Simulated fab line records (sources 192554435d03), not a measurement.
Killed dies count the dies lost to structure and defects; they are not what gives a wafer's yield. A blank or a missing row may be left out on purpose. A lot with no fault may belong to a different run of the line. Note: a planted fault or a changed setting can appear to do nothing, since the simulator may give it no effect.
Which tool did it?	flow n5-finfet	Sampling: 23 lots, 69 wafers, 6 of 1938 route steps

## WHAT EACH GAUGE READ, for each wafer
No reading from a measuring or inspecting step in the record can be judged against a usual standard deviation.

## TOOL THAT RAN EACH LOT (tool first, then ch and the chambers of the sampled wafers, then the start)
lot	N5_BEOL_M0_STRIP_140	N5_BEOL_M0_ETCH_128	N5_BEOL_M0_SPUTTER_132	N5_BEOL_M0_ANNEAL_133	N5_BEOL_M0_CMP_120	N5_BEOL_M0_DEP_125
L074	rie-diel-06 ch 1,2, day 5 23:46	rie-diel-06 ch 1,2,3, day 6 00:05	pvd-sputter-02, day 6 03:40	pvd-sputter-02, day 6 03:44	cmp-03 ch 0,1,3, day 6 04:23	pecvd-04 ch 0,2, day 6 04:55
L076	rie-diel-04 ch 0,1, day 6 06:48	rie-diel-04 ch 0,3, day 6 07:46	pvd-sputter-02, day 6 10:54	pvd-sputter-02, day 6 10:59	cmp-03 ch 1,2, day 6 11:39	pecvd-02 ch 0,2, day 6 12:12
L077	rie-diel-05 ch 1,2, day 6 11:43	rie-diel-04 ch 0,1,3, day 6 11:52	pvd-sputter-01, day 6 15:01	pvd-sputter-01, day 6 15:05	cmp-02 ch 0,2,3, day 6 15:44	pecvd-02 ch 1,2, day 6 16:14
L078	rie-diel-05 ch 0,1, day 6 17:11	rie-diel-06 ch 0,2,3, day 6 17:20	pvd-sputter-03, day 6 19:41	pvd-sputter-03, day 6 19:46	cmp-03 ch 0,2,3, day 6 20:39	pecvd-02 ch 1,2, day 6 21:05
L079	rie-diel-04 ch 0,2, day 7 00:44	rie-diel-05 ch 0,3, day 7 01:04	pvd-sputter-01, day 7 03:29	pvd-sputter-01, day 7 03:34	cmp-01 ch 1,2, day 7 04:42	pecvd-03 ch 1,2, day 7 05:11
L080	rie-diel-04 ch 1,2, day 7 03:44	rie-diel-06 ch 1,3, day 7 03:53	pvd-sputter-02, day 7 06:02	pvd-sputter-02, day 7 06:07	cmp-02 ch 0,1, day 7 06:46	pecvd-04 ch 0,1,2, day 7 07:15
L081	rie-diel-06 ch 0,1, day 7 15:08	rie-diel-04 ch 0,1,2, day 7 16:07	pvd-sputter-02, day 7 18:13	pvd-sputter-02, day 7 18:18	cmp-02 ch 0,1,3, day 7 19:04	pecvd-02 ch 1,2, day 7 19:26
L082	rie-diel-04 ch 0,1, day 7 23:50	rie-diel-04 ch 0,2,3, day 7 23:59	pvd-sputter-01, day 8 01:31	pvd-sputter-01, day 8 01:35	cmp-01 ch 1,2,3, day 8 03:15	pecvd-04 ch 1,2, day 8 03:40
L083	rie-diel-05 ch 0,1,3, day 8 00:04	rie-diel-06 ch 0,1, day 8 00:20	pvd-sputter-02, day 8 01:38	pvd-sputter-02, day 8 01:43	cmp-02 ch 0,3, day 8 03:19	pecvd-03 ch 0,2, day 8 03:49
L084	rie-diel-06 ch 0,2,3, day 8 15:13	rie-diel-06 ch 2,3, day 8 15:34	pvd-sputter-02, day 8 17:55	pvd-sputter-02, day 8 17:59	cmp-02 ch 0,2,3, day 8 18:41	pecvd-02 ch 0,2, day 8 19:08
L085	rie-diel-05 ch 1,2, day 8 16:46	rie-diel-06 ch 0,3, day 8 16:56	pvd-sputter-02, day 8 18:32	pvd-sputter-02, day 8 18:37	cmp-01 ch 0,1,3, day 8 19:23	pecvd-03 ch 0,2, day 8 19:45
L086	rie-diel-04 ch 1,2,3, day 9 04:35	rie-diel-06 ch 0,1, day 9 04:43	pvd-sputter-03, day 9 06:32	pvd-sputter-03, day 9 06:37	cmp-01 ch 0,2,3, day 9 07:23	pecvd-02 ch 0,1, day 9 07:46
L088	rie-diel-04 ch 0,1, day 9 10:53	rie-diel-04 ch 0,2,3, day 9 11:46	pvd-sputter-01, day 9 13:25	pvd-sputter-01, day 9 13:29	cmp-02 ch 2,3, day 9 14:44	pecvd-02 ch 0,1, day 9 15:11
L087	rie-diel-06 ch 0,2,3, day 9 12:20	rie-diel-05 ch 0,1,2, day 9 12:29	pvd-sputter-01, day 9 15:44	pvd-sputter-01, day 9 15:49	cmp-02 ch 0,1,2, day 9 16:30	pecvd-03 ch 0,1,2, day 9 16:57
L089	rie-diel-06 ch 0,2,3, day 9 12:47	rie-diel-06 ch 0,2, day 9 12:55	pvd-sputter-01, day 9 16:53	pvd-sputter-01, day 9 16:58	cmp-02 ch 0,2,3, day 9 17:40	pecvd-03 ch 0,1,2, day 9 18:07
L090	rie-diel-04 ch 0,2,3, day 9 16:38	rie-diel-05 ch 0,1, day 9 16:48	pvd-sputter-01, day 9 18:42	pvd-sputter-01, day 9 18:47	cmp-02 ch 0,2, day 9 20:03	pecvd-03 ch 1,2, day 9 20:30
L091	rie-diel-06 ch 0,1,2, day 10 00:54	rie-diel-04 ch 0,1,3, day 10 01:16	pvd-sputter-02, day 10 03:01	pvd-sputter-02, day 10 03:06	cmp-02 ch 0,2,3, day 10 03:56	pecvd-02 ch 0,1,2, day 10 04:26
L092	rie-diel-05 ch 0,1,2, day 10 11:26	rie-diel-04 ch 1,3, day 10 11:35	pvd-sputter-02, day 10 13:48	pvd-sputter-02, day 10 13:53	cmp-01 ch 0,1,2, day 10 14:34	pecvd-03 ch 1,2, day 10 15:01
L093	rie-diel-04 ch 0,1,3, day 10 13:33	rie-diel-04 ch 1,2,3, day 10 13:41	pvd-sputter-02, day 10 15:31	pvd-sputter-02, day 10 15:36	cmp-01 ch 0,3, day 10 16:58	pecvd-03 ch 0,2, day 10 17:25
L094	rie-diel-05 ch 0,1, day 10 22:45	rie-diel-05 ch 0,2, day 10 23:28	pvd-sputter-03, day 11 02:43	pvd-sputter-03, day 11 02:47	cmp-03 ch 0,1,2, day 11 03:32	pecvd-03 ch 0,2, day 11 04:04
L095	rie-diel-06 ch 0,2, day 11 02:14	rie-diel-04 ch 0,1,3, day 11 02:23	pvd-sputter-03, day 11 05:09	pvd-sputter-03, day 11 05:14	cmp-02 ch 0,1, day 11 05:54	pecvd-04 ch 1,2, day 11 06:23
L096	rie-diel-06 ch 0,3, day 11 10:35	rie-diel-04 ch 1,2, day 11 10:44	pvd-sputter-01, day 11 12:32	pvd-sputter-01, day 11 12:37	cmp-03 ch 0,1,2, day 11 13:44	pecvd-02 ch 0,2, day 11 14:09
L097	rie-diel-04 ch 0,1, day 11 14:32	rie-diel-05 ch 1,2,3, day 11 14:40	pvd-sputter-02, day 11 16:39	pvd-sputter-02, day 11 16:44	cmp-03 ch 0,1, day 11 17:23	pecvd-03 ch 0,1, day 11 17:52
- N5_BEOL_M0_STRIP_140: strips in CF4.
- N5_BEOL_M0_ETCH_128: etches SiCN in CF4/N2, target depth 12 nm, overetch 5.1 nm, time 21.4 s.
- N5_BEOL_M0_SPUTTER_132: material Cu, target thk 4 nm, time 7.37 s.
- N5_BEOL_M0_ANNEAL_133: time 60 s.
- N5_BEOL_M0_CMP_120: polishes, stops on SiOC, t overpolish 6.9 s.
- N5_BEOL_M0_DEP_125: deposits SiCN from 3MS/NH3, target thk 8 nm, time 14 s.

## AS READ BY THE TOOLS THEMSELVES (means over the sampled wafers that have a number; for cases with no such wafer, the mark the record gives instead)
N5_BEOL_M0_STRIP_140. Usual: drypump-motor-current-A 5.8 A, standard deviation 0.38; oes-product-au 0.80 a.u., standard deviation 0.082; rf-vpp-V 271.5 V, standard deviation 1.8; showerhead-plenum-p-Torr 1.82 Torr, standard deviation 0.056; throttle-valve-pct 13.42 %, standard deviation 0.22.
lot	tool	drypump-motor-current-A (A)	oes-product-au (a.u.)	rf-vpp-V (V)	showerhead-plenum-p-Torr (Torr)	throttle-valve-pct (%)	flag
L074	rie-diel-06	5.9	0.81	270.1	1.79	13.55	
L076	rie-diel-04	5.8	0.88	273.4	1.83	13.23	
L077	rie-diel-05	5.7	0.81	271.3	1.87	13.27	
L078	rie-diel-05	5.5	0.82	274.0	1.89	13.39	
L079	rie-diel-04	5.6	0.85	271.8	1.82	13.51	
L080	rie-diel-04	6.0	0.84	270.6	1.82	13.32	
L081	rie-diel-06	6.3	0.81	271.9	1.86	13.45	
L082	rie-diel-04	5.8	0.85	271.7	1.83	13.27	
L083	rie-diel-05	5.5	0.77	272.8	1.85	13.55	
L084	rie-diel-06	6.0	0.72	268.8	1.74	13.50	
L085	rie-diel-05	5.7	0.84	272.7	1.84	13.16	
L086	rie-diel-04	5.8	0.85	272.6	1.82	13.34	
L088	rie-diel-04	5.6	0.84	271.0	1.82	13.37	
L087	rie-diel-06	6.0	0.71	270.6	1.74	13.50	
L089	rie-diel-06	6.0	0.72	269.4	1.74	13.51	
L090	rie-diel-04	5.6	0.85	272.3	1.82	13.46	
L091	rie-diel-06	6.0	0.77	273.6	1.80	13.56	
L092	rie-diel-05	5.5	0.82	273.0	1.86	13.33	
L093	rie-diel-04	5.7	0.84	271.7	1.82	13.30	
L094	rie-diel-05	5.5	0.75	272.1	1.87	13.49	
L095	rie-diel-06	5.8	0.72	269.2	1.76	13.56	
L096	rie-diel-06	6.1	0.80	272.6	1.82	13.32	
L097	rie-diel-04	5.6	0.82	272.1	1.82	13.43	

N5_BEOL_M0_ETCH_128. Usual: drypump-motor-current-A 5.8 A, standard deviation 0.39; mfc-ar-sccm 100.0 sccm, standard deviation 0.34; oes-product-au 0.56 a.u., standard deviation 0.053; rf-vpp-V 382.8 V, standard deviation 1.8; showerhead-plenum-p-Torr 2.23 Torr, standard deviation 0.068; throttle-valve-pct 15.27 %, standard deviation 0.2.
lot	tool	drypump-motor-current-A (A)	mfc-ar-sccm (sccm)	oes-product-au (a.u.)	rf-vpp-V (V)	showerhead-plenum-p-Torr (Torr)	throttle-valve-pct (%)	flag
L074	rie-diel-06	6.2	100.2	0.54	381.8	2.19	15.29	
L076	rie-diel-04	5.5	99.8	0.52	384.2	2.26	15.42	
L077	rie-diel-04	5.7	100.2	0.57	384.1	2.25	15.26	
L078	rie-diel-06	6.0	100.0	0.51	380.7	2.14	15.30	
L079	rie-diel-05	5.4	99.5	0.59	384.5	2.29	15.41	
L080	rie-diel-06	6.5	99.8	0.56	382.6	2.25	15.27	
L081	rie-diel-04	5.8	99.8	0.59	382.2	2.24	15.28	
L082	rie-diel-04	5.6	100.1	0.60	383.7	2.24	15.29	
L083	rie-diel-06	6.2	99.8	0.56	384.8	2.29	15.30	
L084	rie-diel-06	6.3	99.9	0.49	380.0	2.10	15.30	
L085	rie-diel-06	6.4	99.8	0.48	380.5	2.13	15.25	
L086	rie-diel-06	6.1	99.7	0.53	382.7	2.24	15.31	
L088	rie-diel-04	5.6	100.0	0.59	383.1	2.24	15.30	
L087	rie-diel-05	5.5	99.8	0.57	384.4	2.30	15.15	
L089	rie-diel-06	5.8	100.3	0.51	381.8	2.17	15.37	
L090	rie-diel-05	5.3	99.6	0.56	385.3	2.33	15.33	
L091	rie-diel-04	5.7	99.9	0.60	383.6	2.24	15.14	
L092	rie-diel-04	5.7	99.9	0.60	382.4	2.25	15.05	
L093	rie-diel-04	5.8	99.9	0.57	382.6	2.24	15.23	
L094	rie-diel-05	5.5	100.0	0.60	383.0	2.27	15.06	
L095	rie-diel-04	5.7	100.1	0.58	383.7	2.24	15.16	
L096	rie-diel-04	6.0	100.1	0.55	382.7	2.23	15.25	
L097	rie-diel-05	5.8	100.3	0.59	383.5	2.23	15.13	

N5_BEOL_M0_SPUTTER_132. Usual: chamber-pressure-pa 0.07001 Pa, standard deviation 0.00016; susceptor-temp-C -20.01 C, standard deviation 0.11; throttle-valve-pct 30.2 %, standard deviation 0.92.
lot	tool	chamber-pressure-pa (Pa)	susceptor-temp-C (C)	throttle-valve-pct (%)	flag
L074	pvd-sputter-02	0.07006	-20.00	30.4	
L076	pvd-sputter-02	0.06997	-20.11	30.1	
L077	pvd-sputter-01	0.06999	-19.88	30.4	
L078	pvd-sputter-03	0.06999	-20.02	29.1	
L079	pvd-sputter-01	0.06999	-19.94	31.2	
L080	pvd-sputter-02	0.06987	-20.00	30.0	
L081	pvd-sputter-02	0.07002	-20.13	30.1	
L082	pvd-sputter-01	0.06993	-19.92	29.9	
L083	pvd-sputter-02	0.07007	-19.91	29.7	
L084	pvd-sputter-02	0.06989	-20.03	30.5	
L085	pvd-sputter-02	0.06998	-20.09	29.8	
L086	pvd-sputter-03	0.07015	-19.92	29.1	
L088	pvd-sputter-01	0.07021	-20.11	30.4	
L087	pvd-sputter-01	0.06998	-20.03	30.9	
L089	pvd-sputter-01	0.07001	-20.09	29.8	
L090	pvd-sputter-01	0.07010	-19.87	29.3	
L091	pvd-sputter-02	0.06993	-20.02	30.3	
L092	pvd-sputter-02	0.06998	-19.93	30.9	
L093	pvd-sputter-02	0.06979	-20.05	30.7	
L094	pvd-sputter-03	0.07011	-20.00	30.1	
L095	pvd-sputter-03	0.06993	-19.94	29.9	
L096	pvd-sputter-01	0.07004	-20.01	31.2	
L097	pvd-sputter-02	0.07011	-20.11	30.2	

N5_BEOL_M0_ANNEAL_133. Usual: heater-power-w 833 W, standard deviation 88; susceptor-temp-C 400.03 C, standard deviation 0.24.
lot	tool	heater-power-w (W)	susceptor-temp-C (C)	flag
L074	pvd-sputter-02	781	400.16	
L076	pvd-sputter-02	724	399.85	
L077	pvd-sputter-01	859	400.21	
L078	pvd-sputter-03	853	399.99	
L079	pvd-sputter-01	926	400.04	
L080	pvd-sputter-02	797	400.26	
L081	pvd-sputter-02	787	399.97	
L082	pvd-sputter-01	793	400.03	
L083	pvd-sputter-02	854	400.14	
L084	pvd-sputter-02	784	399.92	
L085	pvd-sputter-02	817	400.14	
L086	pvd-sputter-03	856	399.86	
L088	pvd-sputter-01	840	400.23	
L087	pvd-sputter-01	925	400.06	
L089	pvd-sputter-01	796	400.14	
L090	pvd-sputter-01	822	399.91	
L091	pvd-sputter-02	809	399.98	
L092	pvd-sputter-02	743	400.13	
L093	pvd-sputter-02	725	400.16	
L094	pvd-sputter-03	821	400.10	
L095	pvd-sputter-03	887	399.88	
L096	pvd-sputter-01	913	400.09	
L097	pvd-sputter-02	788	399.95	

N5_BEOL_M0_CMP_120. Usual: barrier-field-endpoint-s 3.68 s, standard deviation 0.13; motor-current-A 6.2 A, standard deviation 0.7; overpolish-run-s 6.900 s, standard deviation 0.0098; pad-life-wafers 849, standard deviation 530; time-to-endpoint-s 63.6 s, standard deviation 2.5.
lot	tool	barrier-field-endpoint-s (s)	motor-current-A (A)	overpolish-run-s (s)	pad-life-wafers	time-to-endpoint-s (s)	flag
L074	cmp-03	3.60	6.4	6.900	1489	64.2	
L076	cmp-03	3.75	6.7	6.898	1554	63.8	
L077	cmp-02	3.80	5.5	6.903	121	63.2	
L078	cmp-03	3.76	6.3	6.897	1622	66.2	
L079	cmp-01	3.44	6.1	6.904	996	61.0	
L080	cmp-02	3.83	6.2	6.906	242	65.5	
L081	cmp-02	3.74	6.0	6.898	333	65.0	
L082	cmp-01	3.81	6.3	6.897	1184	62.8	
L083	cmp-02	3.60	5.3	6.899	398	63.2	
L084	cmp-02	3.77	5.7	6.914	506	64.7	
L085	cmp-01	3.65	6.4	6.897	1293	62.2	
L086	cmp-01	3.74	6.8	6.908	1401	66.7	
L088	cmp-02	3.59	5.8	6.906	709	63.0	
L087	cmp-02	3.74	5.9	6.900	734	62.8	
L089	cmp-02	3.75	5.7	6.904	740	61.6	
L090	cmp-02	3.50	5.4	6.900	758	61.0	
L091	cmp-02	3.60	5.6	6.893	836	62.0	
L092	cmp-01	3.70	6.3	6.901	1712	64.5	
L093	cmp-01	3.59	7.2	6.904	1729	61.2	
L094	cmp-03	3.65	6.5	6.904	217	66.0	
L095	cmp-02	3.50	5.8	6.897	1050	60.4	
L096	cmp-03	3.53	6.5	6.911	326	65.8	
L097	cmp-03	3.62	6.4	6.901	350	60.0	

N5_BEOL_M0_DEP_125. Usual: showerhead-plenum-p-Torr 3.669 Torr, standard deviation 0.016; throttle-valve-pct 9.0 %, standard deviation 0.57.
lot	tool	showerhead-plenum-p-Torr (Torr)	throttle-valve-pct (%)	flag
L074	pecvd-04	3.683	9.2	
L076	pecvd-02	3.663	8.8	
L077	pecvd-02	3.673	8.8	
L078	pecvd-02	3.664	9.3	
L079	pecvd-03	3.676	8.9	
L080	pecvd-04	3.672	8.9	
L081	pecvd-02	3.671	8.8	
L082	pecvd-04	3.672	9.0	
L083	pecvd-03	3.684	8.6	
L084	pecvd-02	3.660	8.8	
L085	pecvd-03	3.676	8.6	
L086	pecvd-02	3.643	9.7	
L088	pecvd-02	3.649	9.7	
L087	pecvd-03	3.684	8.7	
L089	pecvd-03	3.677	8.8	
L090	pecvd-03	3.674	8.6	
L091	pecvd-02	3.662	9.3	
L092	pecvd-03	3.680	8.7	
L093	pecvd-03	3.684	8.6	
L094	pecvd-03	3.677	8.6	
L095	pecvd-04	3.667	8.5	
L096	pecvd-02	3.646	9.5	
L097	pecvd-03	3.680	8.7	

## THE ANSWER, worked out from the rows above alone
Rule: lot off if the mean of its wafers having a number is beyond 3 standard deviations from the usual mean. A lot without any number at a reading at which 4 lots or more have one is off too. Where the step has rows for the other lots, those lots are counted as sound. Order of review: gauges by route order, followed by the tools' own readings, for which a lot's mean as printed above is used. The first step at which some lot is off is used, and at that step the reading that is off furthest; a lot without a number counts as furthest.
Nothing can be told from this: no lot is off at any reading shown.

## WHAT THE SIMULATOR HAD INSERTED
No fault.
